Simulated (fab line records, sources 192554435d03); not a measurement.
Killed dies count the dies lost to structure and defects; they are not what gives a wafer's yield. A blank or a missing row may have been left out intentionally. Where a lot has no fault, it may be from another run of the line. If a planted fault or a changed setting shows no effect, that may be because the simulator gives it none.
Split-lot experiment ; flow n5-finfet ; 21 wafers read from 7 lots, route of 1938 steps

## SPLIT DETAILS
At N5_WELL_APT_COAT_19 (resist thk 950 nm), the setting spin-rpm was moved away from the recipe's 1357 rpm on 9 of the 21 wafers read, by -10.8% to +8.3%. The other wafers ran this setting at the recipe's value.

The reading is taken at the split's own step.

## THE READING
coat_of_WELL_APT_COAT_19.thk-nm (the simulator's own value, which no gauge read), in nm, at N5_WELL_APT_COAT_19 (resist thk 950 nm). The file gives no usual value for it. The 12 wafers here that ran the recipe average 950.1 nm, standard deviation 1.6 nm.

wafer;tool, chamber at the split;spin-rpm as run, rpm;against the recipe;coat_of_WELL_APT_COAT_19.thk-nm, nm;against lot-mates on the recipe
L079.1;litho-track-04, 0;1319;-2.8%;964.8;+15.7
L079.2;litho-track-04, 0;1357;recipe;949.1;-
L079.5;litho-track-04, 0;1319;-2.8%;966.2;+17.1
L080.1;litho-track-04, 0;1357;recipe;948.6;-
L080.3;litho-track-04, 0;1310;-3.5%;968.3;+19.7
L080.5;litho-track-04, 0;1310;-3.5%;965.5;+16.9
L084.2;litho-track-05, 0;1357;recipe;949.1;-
L084.3;litho-track-05, 0;1210;-10.8%;1004;+54.9
L084.4;litho-track-05, 0;1210;-10.8%;1004;+54.9
L088.1;litho-track-03, 0;1357;recipe;953.9;-
L088.3;litho-track-03, 0;1357;recipe;951.5;-
L088.4;litho-track-03, 0;1357;recipe;950.1;-
L089.2;litho-track-04, 0;1357;recipe;951.3;-
L089.3;litho-track-04, 0;1357;recipe;950.5;-
L089.6;litho-track-04, 0;1422;+4.8%;929.9;-21.0
L091.3;litho-track-05, 0;1211;-10.8%;1005;+54.8
L091.4;litho-track-05, 0;1357;recipe;950.5;-
L091.6;litho-track-05, 0;1357;recipe;949.9;-
L096.1;litho-track-05, 0;1357;recipe;947.2;-
L096.3;litho-track-05, 0;1357;recipe;950;-
L096.4;litho-track-05, 0;1470;+8.3%;911.6;-37.0

FIT RESULTS
A straight line over all 21 wafers: coat_of_WELL_APT_COAT_19.thk-nm changes by -4.89 nm for each +1% of spin-rpm; r = -1.00; the points scatter about the line by 1.7 nm.
The same after taking each lot's own level away (the mean of its wafers on the recipe; 21 wafers): -4.93 nm for each +1%; r = -1.00; scatter 1.6 nm.
On that fit, the largest move of spin-rpm shifts the reading by 53 nm.
The span of the lots' own levels, 948.60 to 951.83 nm, comes to 2.0 times the standard deviation stated above.
Consequently the slope shifts little with the lot-to-lot level, the two slopes agreeing.
Check: +54.1 nm against its lot-mates is what the line predicts for one of the wafers moved furthest among these (-10.8%) when that wafer is left out of the fit. Against them it came out at +54.9 nm.

## THE OTHER SPLITS THESE WAFERS WENT THROUGH
Other splits were also applied to these wafers ahead of the reading. Each is held against what the fit with the lots' levels taken away leaves over:
other split on the same wafers;wafers away from the commonest value;r with coat_of_WELL_APT_COAT_19.thk-nm (lot level and that fit taken away)
N5_WELL_APT_COAT_02 spin-rpm;7;+0.07

## THE FILE'S OWN FIT
coat_of_WELL_APT_COAT_19.thk-nm changes by -4.93 nm for each +1% of spin-rpm, r = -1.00.
